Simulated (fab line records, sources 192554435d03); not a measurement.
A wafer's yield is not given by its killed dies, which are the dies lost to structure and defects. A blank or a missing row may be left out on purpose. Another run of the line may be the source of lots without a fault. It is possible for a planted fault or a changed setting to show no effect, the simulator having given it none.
Split-lot study	flow n5-finfet	21 wafers read from 7 lots, route of 1938 steps

## ABOUT THE SPLIT
At N5_BEOL_M7_ETCH_41 (etches SiCN in CH3F/O2, target depth 31.9 nm, time 57.8 s), the setting source-w was moved away from the recipe's 395 W on 7 of the 21 wafers read, by -6.8% to +14.3%. The other wafers ran this setting at the recipe's value.

The reading comes from the split's own step.

## THE READING
rf-vpp-V, in V, at N5_BEOL_M7_ETCH_41 (etches SiCN in CH3F/O2, target depth 31.9 nm, time 57.8 s). A value of 297.2 V with a standard deviation of 1.9 V is what fault-free wafers of this fab line usually give.

wafer	tool, chamber at the split	source-w as run, W	against the recipe	rf-vpp-V, V	against lot-mates on the recipe
L076.1	rie-diel-03, 3	395	recipe	301.0	-
L076.4	rie-diel-03, 1	395	recipe	296.2	-
L076.6	rie-diel-03, 3	370.8	-6.1%	304.9	+6.3
L081.1	rie-diel-04, 2	448.3	+13.5%	287.6	-9.3
L081.2	rie-diel-04, 3	395	recipe	296.9	-
L081.3	rie-diel-04, 1	448.3	+13.5%	283.5	-13.4
L083.1	rie-diel-04, 3	395	recipe	295.7	-
L083.4	rie-diel-04, 2	395	recipe	299.9	-
L083.5	rie-diel-04, 3	428.4	+8.5%	288.8	-9.0
L088.1	rie-diel-04, 1	395	recipe	294.9	-
L088.2	rie-diel-04, 2	451.6	+14.3%	287.0	-7.9
L088.3	rie-diel-04, 0	451.6	+14.3%	283.3	-11.6
L089.3	rie-diel-04, 0	395	recipe	294.2	-
L089.4	rie-diel-04, 3	395	recipe	298.8	-
L089.6	rie-diel-04, 2	368.2	-6.8%	306.2	+9.7
L096.1	rie-diel-05, 2	395	recipe	298.5	-
L096.4	rie-diel-05, 0	395	recipe	296.7	-
L096.6	rie-diel-05, 0	395	recipe	297.3	-
L097.3	rie-diel-03, 0	395	recipe	296.8	-
L097.4	rie-diel-03, 2	395	recipe	297.4	-
L097.6	rie-diel-03, 2	395	recipe	298.3	-

THE FIT
A straight line over all 21 wafers: rf-vpp-V changes by -0.929 V for each +1% of source-w; r = -0.95; the points scatter about the line by 1.9 V.
The same after taking each lot's own level away (the mean of its wafers on the recipe; 21 wafers): -0.845 V for each +1%; r = -0.94; scatter 2 V.
According to that fit, moving source-w by its largest amount changes the reading by 12 V.
Measured against the standard deviation above, the lots' own levels, which go from 294.90 to 298.60 V, span 1.9 times it.
Consequently the slope shifts little with the lot-to-lot level, the two slopes agreeing.
Check: for one of the wafers moved furthest among these (+14.3%), held out of the fit, the line's prediction against its lot-mates is -12.8 V. Against them it came out at -7.9 V.
Tool readings at the split's step, against how far the setting was moved: rf-vpp-V r = -0.95.

## FURTHER SPLITS ON THESE WAFERS
Note: prior to the reading, these wafers also went through further splits. Each is held against what the fit with the lots' levels taken away leaves over:
other split on the same wafers	wafers away from the commonest value	r with rf-vpp-V (lot level and that fit taken away)
N5_BEOL_M6_EXPOSE_08 dose-mj	9	-0.06
N5_BEOL_M7_COAT_22 spin-rpm	7	-0.18
N5_BEOL_M7_DESCUM_33 time-s	3	-0.05

## THE FILE'S OWN FIT
rf-vpp-V changes by -0.872 V for each +1% of source-w, r = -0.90.
